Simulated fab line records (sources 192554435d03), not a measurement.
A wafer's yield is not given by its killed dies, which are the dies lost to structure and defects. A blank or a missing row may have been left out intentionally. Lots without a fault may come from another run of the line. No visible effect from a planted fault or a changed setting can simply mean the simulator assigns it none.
Comparing a struck lot with a sound one    flow n5Finfet    14 out of 1938 route steps
Sound: wafers L514.1, L514.2, L514.3. Struck: wafer L527.4 (L527.1, L527.6, from the same lot, were not struck and are left out); the cause is given at the end.
Order at every step that has rows: each side's tool, ch and its chambers, its first start. Under that, the readings that differ: sound wafers    struck wafers    difference of the means    sigmas: that difference in standard deviations of wafers without a fault.
alike: readings with means less than 2 such deviations apart, plus words and numbers identical on both sides. not compared: withheld readings, readings lacking a value on some wafer, bounds such as >300 that could conceal the same value, and numbers that have no deviation in the record and whose values overlap.
A row with sigmas, a row that says differs or no value, or rows on one side alone: a step with any of these is where the two part. Numbers that have no deviation but don't overlap get no sigmas and don't part them. A reading missing from all wafers of one side parts the sides only when that side holds two or more wafers.

N5_BEOL_M7_STRIP_80: strips in N2/H2, time 10 s.
  sound: rieDiel-06 ch 0,1,2; struck: rieDiel-06 ch 1
  alike: drypumpMotorCurrentA, oesProductAu, rfVppV, showerheadPlenumPTorr, throttleValvePct
  not compared: rfHoursCounterH
N5_BEOL_M7_OCD_MEAS_38:
  struck on ocd-02, day 13 11:18; sound on ocd-01, day 9 14:36
  alike: trenchDepthNm
then, 4 steps without rows for these wafers: N5_BEOL_M7_HM_STRIP_39 (strips TiN in peroxide tin strip, target depth 25 nm, time 158 s); N5_BEOL_M7_SRD_40 (time 30 s); N5_BEOL_M7_PRECLEAN_42 (cleans in residue remover, time 60 s); N5_BEOL_M7_SRD_43 (time 30 s).
N5_BEOL_M7_CD_MEAS_35: the cd target is 40 nm.
  struck on cdSem-02, day 13 11:27; sound on cdSem-01, day 9 14:45
  alike: cdNm
then, 1 step without rows for these wafers: N5_BEOL_M7_CURE_75 (cures SiCOH lowk, time 120 s).
N5_BEOL_M7_DEGAS_44: time 60 s.
  struck on pvdSputter-01, day 13 12:04; sound on pvdSputter-03, day 9 15:17
  alike: heaterPowerW
then, 1 step without rows for these wafers: N5_BEOL_M7_PRE_CLEAN_45 (time 30 s).
N5_BEOL_M7_ALD_77: deposits TaN, target thk 2 nm, pulse time 2 s, purge time 3 s.
  sound on aldMetal-02 ch 1,2,3, day 9 15:25; struck on aldMetal-02 ch 0, day 13 12:23
  alike: heaterPowerW, precursorVesselTempC
N5_BEOL_M7_SURFACE_TREAT_79:
  struck on pvdSputter-01, day 13 14:01; sound on pvdSputter-01, day 9 17:01
  not compared: throttleValvePct
N5_BEOL_M7_CVD_78: deposits Co from CCTBA/H2, target thk 2 nm, time 142.3 s.
  sound on cvdCo-01 ch 0,1,2, day 9 17:10; struck on cvdCo-02 ch 1, day 13 14:19
reading         sound              struck  difference  sigmas
runLengthS (s)  164.9 165.6 165.0  63.9    -101.3      -99 or more
N5_BEOL_M7_SPUTTER_48: material Cu, target thk 10 nm, time 1.667 s.
  struck on pvdSputter-01, day 13 14:29; sound on pvdSputter-01, day 9 17:25
  alike: chuckGasFlowSccm, substrateTempC, throttleValvePct

== WHERE THEY PART ==
Only at N5_BEOL_M7_CVD_78, as far as this record shows. Later steps at which nothing parts them and some readings are alike: N5_BEOL_M7_SPUTTER_48.

WHY: what had been put in by the simulator
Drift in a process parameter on cvdCo-02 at N5_BEOL_M7_CVD_78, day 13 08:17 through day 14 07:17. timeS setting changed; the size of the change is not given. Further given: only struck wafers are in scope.
